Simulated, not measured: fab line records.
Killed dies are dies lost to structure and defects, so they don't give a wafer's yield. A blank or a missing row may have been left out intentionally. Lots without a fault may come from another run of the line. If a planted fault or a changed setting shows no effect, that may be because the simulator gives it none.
fab line records ; flow nand_harc
[record] lots = 13; wafers = 39; last_day = 31
route steps=1302 shown P_CONTACT@248 THIN_TSV@1275 END@1302
lots that met no fault: taken from a fault-free run of the same line
start_h: hours from the record's opening day to when the first of the lot's shown wafers began ; wait_h: how many hours have passed since the lot's step before this one ; " as in the row above ; L1.1+2: a row that stands for several wafers ; - no value present, or no start provided ; * or withheld: withheld ; < > ~ a bound
route shown NAME@n: names a module that has steps shown in the file, with the first one's number in the route ; usual: mean and standard deviation over wafers with no fault ; same: alike in all rows ; chamber/n: place in a boat ; sites: each site's reading ; _std_site: the values' standard deviation ; _edge_site: outer sites' mean less inner sites' ; radius_mm: how far each site lies from the wafer's centre ; mask NAME#n: copy n ; behind: the last tool/chamber to shape the wafer ; hold: reason for holding the lot/hours on hold/outcome of the hold ; device: transistor that didn't switch, given as n, p or np ; end of line: tests of these same wafers at the route's end ; where a step has no rows: the recipe by itself ; killed: not the wafer's yield, but the dies lost to structure and defects at the first sort ; map: a wafer's dies, marking killed ones x, the rest . and places with no die _
set.NAME: the setting that was run; set.NAME@STEP: the one run at that earlier step ; model.NAME: the simulator's own value behind a step, which no gauge read
the route's steps for a sample of lots (tables are steps, rows are wafers)
services: the hour from which a tool's chamber was out of use, counted from the record's first day as start_h (under 0 if before that day), plus the number of hours and why
[[steps]]
[step NHARC_P_CONTACT_CVD_23]
[recipe] target_thk_a = 2000; temp_c = 300; pressure_torr = 40; wf6_flow_sccm = 40; h2_flow_sccm = 1600; ar_flow_sccm = 1560; time_s = 557; material = W
[usual] heater_power_w = 421/31; mfc_h2_sccm = 1601/5; throttle_valve_pct = 7.80/0.3
lot.wafer;tool;chamber;start_h;wait_h;heater_power_w;mfc_h2_sccm;throttle_valve_pct
L467.2;cvd_w-01;1;119.25;-;394;1601;8.11
L467.1;cvd_w-01;0;119.25;-;378;1599;7.76
L467.6;cvd_w-01;1;119.25;-;396;1605;7.94
L468.2;cvd_w-02;0;134.21;-;431;1602;7.53
L468.1;cvd_w-02;1;134.21;-;452;1598;8.07
L468.6;cvd_w-02;1;134.21;-;451;1601;7.88
L469.4;cvd_w-01;0;134.77;-;379;1605;7.59
L469.3;cvd_w-01;1;134.77;-;395;1602;7.84
L469.5;cvd_w-01;0;134.77;-;381;1610;7.93
L470.2;cvd_w-02;0;151.43;-;433;1595;7.64
L470.1;cvd_w-02;1;151.43;-;462;1603;7.90
L470.4;cvd_w-02;0;151.43;-;422;1600;7.11
L471.2;cvd_w-02;0;156.49;-;436;1597;7.17
L471.5;cvd_w-02;1;156.49;-;454;1600;7.87
L471.6;cvd_w-02;0;156.49;-;432;1603;7.39
L472.2;cvd_w-01;0;167.24;-;387;1609;7.72
L472.4;cvd_w-01;1;167.24;-;400;1600;7.69
L472.3;cvd_w-01;0;167.24;-;396;1608;8.06
L473.2;cvd_w-01;1;179.08;-;398;1608;7.93
L473.4;cvd_w-01;1;179.08;-;409;1610;7.99
L473.6;cvd_w-01;1;179.08;-;401;1606;8.14
L474.1;cvd_w-02;0;187.28;-;426;1596;7.38
L474.6;cvd_w-02;0;187.28;-;429;1602;7.53
L474.5;cvd_w-02;1;187.28;-;473;1597;8.24
L475.1;cvd_w-01;1;199.82;-;412;1612;8.05
L475.4;cvd_w-01;0;199.82;-;369;1602;7.61
L475.5;cvd_w-01;0;199.82;-;376;1599;7.86
L476.1;cvd_w-01;0;204.75;-;383;1596;7.69
L476.3;cvd_w-01;0;204.75;-;376;1603;7.92
L476.5;cvd_w-01;0;204.75;-;389;1593;7.83
L478.2;cvd_w-02;0;223.43;-;427;1601;7.42
L478.3;cvd_w-02;0;223.43;-;431;1603;7.51
L478.5;cvd_w-02;0;223.43;-;450;1604;7.39
L483.1;cvd_w-01;0;283.77;-;384;1602;8.14
L483.3;cvd_w-01;0;283.77;-;383;1597;7.92
L483.5;cvd_w-01;0;283.77;-;383;1601;7.76
L484.4;cvd_w-01;0;292.25;-;376;1608;7.96
L484.6;cvd_w-01;0;292.25;-;387;1603;7.69
L484.5;cvd_w-01;1;292.25;-;403;1597;8.01
[step NHARC_THIN_TSV_ANNEAL_52]
[recipe] temp_c = 225; time_s = 90
[usual] wafer_temp_C_max = 226.2/0.33
lot.wafer;tool;chamber;start_h;wait_h;wafer_temp_C_max
L468.1;rtp_anneal-01;0;551.13;0.5;226.1
L468.2;rtp_anneal-01;0;551.13;0.5;226.2
L468.6;rtp_anneal-01;0;551.13;0.5;225.9
L467.1;rtp_anneal-02;0;555.33;0.6;226.5
L467.2;rtp_anneal-02;0;555.33;0.6;226.3
L467.6;rtp_anneal-02;0;555.33;0.6;226.4
L469.3;rtp_anneal-01;0;565.40;0.5;226.2
L469.4;rtp_anneal-01;0;565.40;0.5;226.0
L469.5;rtp_anneal-01;0;565.40;0.5;225.7
L471.2;rtp_anneal-02;0;578.70;0.7;226.5
L471.5;rtp_anneal-02;0;578.70;0.7;226.4
L471.6;rtp_anneal-02;0;578.70;0.7;226.7
L470.1;rtp_anneal-01;0;579.66;0.6;226.0
L470.2;rtp_anneal-01;0;579.66;0.6;226.4
L470.4;rtp_anneal-01;0;579.66;0.6;226.1
L472.2;rtp_anneal-02;0;594.50;0.6;226.6
L472.3;rtp_anneal-02;0;594.50;0.6;226.4
L472.4;rtp_anneal-02;0;594.50;0.6;226.4
L473.2;rtp_anneal-01;0;603.46;0.7;226.0
L473.4;rtp_anneal-01;0;603.46;0.7;226.0
L473.6;rtp_anneal-01;0;603.46;0.7;226.0
L474.1;rtp_anneal-02;0;611.36;0.5;226.6
L474.5;rtp_anneal-02;0;611.36;0.5;225.9
L474.6;rtp_anneal-02;0;611.36;0.5;226.5
L475.1;rtp_anneal-02;0;633.01;0.6;226.1
L475.4;rtp_anneal-02;0;633.01;0.6;225.5
L475.5;rtp_anneal-02;0;633.01;0.6;226.4
L476.1;rtp_anneal-02;0;642.11;0.8;226.2
L476.3;rtp_anneal-02;0;642.11;0.8;226.5
L476.5;rtp_anneal-02;0;642.11;0.8;226.4
L478.2;rtp_anneal-01;0;659.84;0.7;226.2
L478.3;rtp_anneal-01;0;659.84;0.7;226.1
L478.5;rtp_anneal-01;0;659.84;0.7;225.8
L483.1;rtp_anneal-02;0;726.42;0.5;226.9
L483.3;rtp_anneal-02;0;726.42;0.5;227.1
L483.5;rtp_anneal-02;0;726.42;0.5;226.6
L484.4;rtp_anneal-02;0;737.66;0.6;226.5
L484.5;rtp_anneal-02;0;737.66;0.6;226.0
L484.6;rtp_anneal-02;0;737.66;0.6;226.4
[step NHARC_THIN_TSV_DEGAS_53]
[recipe] temp_c = 300; time_s = 60
[usual] heater_power_w = 499/53
lot.wafer;tool;chamber;start_h;wait_h;heater_power_w
L468.1;pvd_sputter-01;-;551.93;0.1;513
L468.2;pvd_sputter-01;-;551.93;0.1;533
L468.6;pvd_sputter-01;-;551.93;0.1;500
L467.2;pvd_sputter-01;-;556.13;0.1;496
L467.1;pvd_sputter-01;-;556.13;0.1;494
L467.6;pvd_sputter-01;-;556.13;0.1;524
L469.4;pvd_sputter-03;-;566.11;0.1;527
L469.3;pvd_sputter-03;-;566.11;0.1;383
L469.5;pvd_sputter-03;-;566.11;0.1;538
L471.2;pvd_sputter-01;-;579.48;0.1;536
L471.5;pvd_sputter-01;-;579.48;0.1;518
L471.6;pvd_sputter-01;-;579.48;0.1;528
L470.1;pvd_sputter-01;-;580.47;0.1;518
L470.2;pvd_sputter-01;-;580.47;0.1;489
L470.4;pvd_sputter-01;-;580.47;0.1;537
L472.3;pvd_sputter-03;-;595.27;0.1;468
L472.4;pvd_sputter-03;-;595.27;0.1;540
L472.2;pvd_sputter-03;-;595.27;0.1;378
L473.4;pvd_sputter-03;-;604.24;0.1;537
L473.2;pvd_sputter-03;-;604.24;0.1;501
L473.6;pvd_sputter-03;-;604.24;0.1;381
L474.1;pvd_sputter-03;-;612.18;0.1;372
L474.6;pvd_sputter-03;-;612.18;0.1;533
L474.5;pvd_sputter-03;-;612.18;0.1;486
L475.1;pvd_sputter-02;-;633.81;0.1;552
L475.4;pvd_sputter-02;-;633.81;0.1;513
L475.5;pvd_sputter-02;-;633.81;0.1;575
L476.1;pvd_sputter-03;-;642.92;0.1;371
L476.3;pvd_sputter-03;-;642.92;0.1;493
L476.5;pvd_sputter-03;-;642.92;0.1;467
L478.2;pvd_sputter-03;-;660.59;0.1;371
L478.3;pvd_sputter-03;-;660.59;0.1;484
L478.5;pvd_sputter-03;-;660.59;0.1;373
L483.3;pvd_sputter-02;-;727.25;0.1;442
L483.1;pvd_sputter-02;-;727.25;0.1;577
L483.5;pvd_sputter-02;-;727.25;0.1;542
L484.4;pvd_sputter-02;-;738.34;0.1;570
L484.5;pvd_sputter-02;-;738.34;0.1;568
L484.6;pvd_sputter-02;-;738.34;0.1;537
[step NHARC_THIN_TSV_DESCUM_35]
[recipe] time_s = 3; o2_flow_sccm = 200; ar_flow_sccm = 0; bias_power_w = 0; chemistry = O2
[usual] chamber_pressure_mTorr = 60.00/0.056; drypump_motor_current_A = 5.7/0.42; oes_product_au = 1.007/0.015; rf_vpp_V = 57.9/0.91; showerhead_plenum_p_Torr = 1.97/0.07; throttle_valve_pct = 11.310/0.0085
lot.wafer;tool;chamber;start_h;wait_h;chamber_pressure_mTorr;drypump_motor_current_A;oes_product_au;rf_hours_counter_h;rf_vpp_V;showerhead_plenum_p_Torr;throttle_valve_pct
L468.2;rie_diel-10;0;553.15;-;59.96;5.6;1.014;7.7;57.5;2.02;11.317
L468.1;rie_diel-10;2;553.15;-;59.85;4.8;1.000;8.5;56.7;1.81;11.301
L468.6;rie_diel-10;3;553.15;-;60.07;5.8;1.034;-;57.6;1.90;11.306
L467.2;rie_diel-07;1;557.43;-;60.04;5.9;1.004;4.6;58.1;1.94;11.321
L467.1;rie_diel-07;2;557.43;-;60.00;5.5;1.003;4.0;57.7;1.96;11.310
L467.6;rie_diel-07;3;557.43;-;60.07;5.7;1.016;-;58.5;2.05;11.315
L469.3;rie_diel-05;0;567.29;-;59.93;5.9;1.017;6.1;59.2;2.02;11.319
L469.4;rie_diel-05;3;567.29;-;60.16;5.6;1.007;9.0;57.7;2.00;11.319
L469.5;rie_diel-05;0;567.29;-;60.04;5.9;1.030;-;57.4;2.02;11.327
L471.2;rie_diel-07;1;580.76;-;59.94;5.9;1.010;6.4;57.0;1.94;11.316
L471.6;rie_diel-07;0;580.76;-;59.97;6.5;1.006;-;60.1;2.04;11.303
L471.5;rie_diel-07;1;580.76;-;59.96;6.0;1.004;-;57.7;1.94;11.309
L470.4;rie_diel-05;3;581.77;-;59.97;5.7;1.004;9.6;57.6;2.00;11.314
L470.1;rie_diel-05;1;581.77;-;60.08;5.2;0.988;8.7;58.5;1.90;11.307
L470.2;rie_diel-05;2;581.77;-;59.96;5.2;1.013;8.5;59.6;2.00;11.299
L472.2;rie_diel-07;0;596.59;-;60.09;6.5;1.008;6.3;57.9;2.04;11.314
L472.4;rie_diel-07;1;596.59;-;59.92;6.0;1.022;7.1;58.5;1.94;11.293
L472.3;rie_diel-07;2;596.59;-;59.97;5.4;1.016;6.3;57.1;1.96;11.320
L473.4;rie_diel-05;0;605.55;-;59.99;5.9;1.015;0.3;56.8;2.02;11.321
L473.2;rie_diel-05;1;605.55;-;60.00;5.2;0.995;0.5;56.0;1.90;11.304
L473.6;rie_diel-05;3;605.55;-;60.09;5.7;1.021;-;59.2;2.00;11.311
L474.1;rie_diel-07;1;613.51;-;60.04;5.9;1.009;8.0;57.6;1.94;11.319
L474.6;rie_diel-07;2;613.51;-;60.02;5.4;1.011;-;58.0;1.96;11.307
L474.5;rie_diel-07;3;613.51;-;60.06;5.7;1.015;-;58.9;2.04;11.322
L475.4;rie_diel-05;1;634.99;-;59.95;5.2;0.994;2.9;58.7;1.90;11.319
L475.1;rie_diel-05;3;634.99;-;60.01;5.7;1.024;2.4;59.0;2.00;11.303
L475.5;rie_diel-05;1;634.99;-;59.93;5.2;0.978;-;57.2;1.90;11.303
L476.3;rie_diel-05;3;644.22;-;59.95;5.7;1.026;2.6;58.0;2.00;11.311
L476.1;rie_diel-05;1;644.22;-;60.03;5.2;1.002;3.3;57.1;1.90;11.317
L476.5;rie_diel-05;0;644.22;-;60.05;5.9;1.010;-;58.4;2.02;11.315
L478.3;rie_diel-10;1;661.91;-;60.10;5.7;1.017;3.4;57.1;1.77;11.319
L478.2;rie_diel-10;2;661.91;-;59.96;4.8;0.979;2.9;56.1;1.81;11.302
L478.5;rie_diel-10;0;661.91;-;60.01;5.6;0.969;-;57.5;2.01;11.307
L483.1;rie_diel-05;0;728.53;-;59.94;6.0;1.015;7.3;57.5;2.02;11.307
L483.3;rie_diel-05;3;728.53;-;59.90;5.7;1.027;7.0;56.9;2.00;11.293
L483.5;rie_diel-05;1;728.53;-;59.91;5.2;0.989;-;56.2;1.90;11.309
L484.4;rie_diel-07;3;739.55;-;60.00;5.7;0.983;4.4;58.3;2.04;11.302
L484.5;rie_diel-07;0;739.55;-;60.11;6.5;1.014;-;58.3;2.04;11.308
L484.6;rie_diel-07;1;739.55;-;60.05;5.9;1.007;-;58.2;1.94;11.318
[step NHARC_END_SORT_01]
[recipe] temp_c = 25
[usual] killed_at_array = 63/27; killed_at_other = 0.7/1.2; killed_at_periphery = 3.1/2; killed_dies = 67/28; killed_open = 3.0/1.9; killed_short = 2.2/1.5
[same] gross_dies = 677
lot.wafer;tool;chamber;start_h;wait_h;killed_at_array;killed_at_other;killed_at_periphery;killed_dies;killed_open;killed_short
L483.1;prober-02;0;739.56;2.5;56;2;11;69;1;2
L483.3;prober-02;0;741.16;3.1;62;4;15;81;2;2
L483.5;prober-02;0;742.75;3.7;56;0;15;71;2;1
L484.4;prober-02;0;752.17;3.4;46;0;22;68;6;1
L484.5;prober-02;0;752.97;3.7;49;0;4;53;1;4
L484.6;prober-02;0;753.77;4.0;50;0;19;69;2;4
// killed by level:class
L483.1 A_SLIT:chamber_film_flake=33 P_CONTACT:unspecified=10 A_CHANNEL_HOLE_D1:chamber_film_flake=10 A_CHANNEL_FILL_D2:chamber_film_flake=5 A_CONTACT:chamber_film_flake=3 A_STAIRCASE:chamber_film_flake=2 THIN_TSV:chamber_film_flake=2 P_CONTACT:geometric_particle:open=1
L483.3 A_SLIT:chamber_film_flake=34 P_CONTACT:unspecified=11 A_STAIRCASE:chamber_film_flake=9 A_CHANNEL_HOLE_D1:chamber_film_flake=8 A_CHANNEL_FILL_D2:chamber_film_flake=4 A_CONTACT:chamber_film_flake=4 THIN_TSV:chamber_film_flake=4 P_STI:geometric_particle:short=1
L483.5 A_SLIT:chamber_film_flake=35 P_CONTACT:unspecified=12 A_CHANNEL_HOLE_D1:chamber_film_flake=10 A_CONTACT:chamber_film_flake=5 A_STAIRCASE:chamber_film_flake=3 P_M0:geometric_particle:open=1 A_CHANNEL_FILL_D1:geometric_particle:short=1 A_M0:geometric_particle:open=1
L484.4 A_SLIT:chamber_film_flake=22 P_CONTACT:unspecified=18 A_SGD_CUT:chamber_film_flake=10 A_CHANNEL_HOLE_D1:chamber_film_flake=8 P_M0:geometric_particle:open=2 P_CONTACT:geometric_particle:open=1 P_M0:geometric_particle:short=1 A_ONON_D1:geometric_particle:open=1
L484.5 A_SLIT:chamber_film_flake=29 A_CHANNEL_HOLE_D1:chamber_film_flake=10 A_SGD_CUT:chamber_film_flake=6 P_STI:chamber_film_flake=2 P_M0:geometric_particle:short=1 P_M2:geometric_particle:short=1 A_DECK1_JOINT:geometric_particle:short=1 A_DECK1_JOINT:geometric_particle:open=1
L484.6 A_SLIT:chamber_film_flake=31 P_CONTACT:unspecified=15 A_CHANNEL_HOLE_D1:chamber_film_flake=9 A_SGD_CUT:chamber_film_flake=3 P_STI:chamber_film_flake=2 P_M0:geometric_particle:open=1 P_M0:geometric_particle:short=1 A_CHANNEL_FILL_D1:geometric_particle:short=1
[[services]]
tool;chamber;start_h;hours;kind
cvd_w-01;-;107.92;0.3;repair
rie_diel-05;1;114.16;2.8;repair
pvd_sputter-03;-;131.58;9.0;repair
pvd_sputter-03;-;143.44;17.0;repair
pvd_sputter-03;-;170.00;10.0;pm
cvd_w-01;-;185.00;13.0;pm
rie_diel-05;0;224.78;15.7;repair
rie_diel-05;-;229.60;9.0;pm
rie_diel-05;1;255.99;1.6;repair
cvd_w-01;-;278.67;0.5;repair
rie_diel-05;3;305.93;34.1;repair
pvd_sputter-03;-;348.00;10.0;pm
cvd_w-01;-;366.00;13.0;pm
rie_diel-05;-;406.60;9.0;pm
cvd_w-01;0;428.54;4.5;repair
rie_diel-05;0;437.73;16.6;repair
pvd_sputter-03;-;450.06;3.4;repair
rie_diel-05;2;452.01;1.8;repair
cvd_w-01;1;474.87;15.8;repair
rie_diel-05;2;476.37;4.7;repair
rie_diel-05;1;506.92;2.6;repair
cvd_w-01;-;547.00;13.0;pm
cvd_w-01;-;625.24;0.3;repair
cvd_w-01;-;728.00;13.0;pm
[[key]]
[first_sign] step = NHARC_END_SORT_01; reading = killed_at_periphery; direction = up; sigmas = 6.6; usual = 3.1; struck = 16.4
effect none on later readings
met_at NHARC_P_CONTACT_CVD_23
struck_lots L483,L484
struck_wafers L483.1,L483.3,L483.5,L484.4,L484.6
tester_left_out L483,L484
not_acting_at NHARC_THIN_TSV_ANNEAL_52,NHARC_THIN_TSV_DEGAS_53,NHARC_THIN_TSV_DESCUM_35
onset_between 204.75 283.77
[fault] kind = chamber_particle_source; tool = cvd_w-01; chamber = 0; onset_h = 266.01; steps = NHARC_P_CONTACT_CVD_23; rate_per_visit_cm2 = 0.022927; end_h = 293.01
// tester_left_out: of these lots the tester's yield and bins aren't shown, on N5 and GAA mostly nor the transistor test; their killed dies are dies lost to structure and defects alone, not to doping, threshold or leakage, so they don't give the yield
